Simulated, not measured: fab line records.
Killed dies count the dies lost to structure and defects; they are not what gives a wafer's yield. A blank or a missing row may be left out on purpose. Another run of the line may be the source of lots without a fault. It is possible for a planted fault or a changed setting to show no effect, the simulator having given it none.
Which tool was responsible? | flow nand harc | 12 lots, 36 wafers sampled, at 1 step of a route of 1159

## WHAT EACH GAUGE READ, for each wafer
NHARC_A_M1_THK_MEAS_24: measures by xrf.
lot  | measured     | on            | thk nm (nm)
L076 | day 18 10:32 | film metro-02 | 155.4 155.5 155.1
L077 | day 18 22:31 | film metro-01 | 153.4 156.5 152.7
L078 | day 19 09:38 | film metro-01 | 154.5 151.5 153.4
L081 | day 19 19:11 | film metro-01 | 153.3 152.0 155.9
L083 | day 20 07:41 | film metro-01 | 155.4 152.8 151.7
L088 | day 20 15:17 | film metro-02 | 155.8 154.5 152.9
L086 | day 20 19:50 | film metro-02 | 154.8 154.1 157.2
L089 | day 21 19:45 | film metro-02 | 152.6 151.1 151.8
L090 | day 22 01:52 | film metro-02 | 153.1 154.7 156.0
L093 | day 22 10:14 | film metro-01 | 153.5 152.7 155.5
L095 | day 22 19:25 | film metro-02 | 155.0 154.4 154.1
L097 | day 24 06:18 | film metro-01 | 157.8 157.7 157.5

## EACH LOT AND THE TOOL THAT RAN IT (in order: tool; ch and the chambers of the sampled wafers; start)
The record holds no process step before these readings.

## THE ANSWER, worked out from the rows above alone
Rule: usual is defined by the lots themselves. The widest of any qualifying gaps counts: lots, ordered by their means at a reading, are off when they make up no more than a third of the lots, leave a main group of 4 or more, and stand apart from it by 3 or more times the standard deviation of that group's means. If all means in a main group match to the digits the tables above print for the reading, that group is not used. Also off: a lot with no number at a reading for which 4 or more lots have one. Where the step has rows for the other lots, those lots are counted as sound.
Nothing can be told from this: no lot is off at any reading shown.

## WHAT WAS PUT IN BY THE SIMULATOR
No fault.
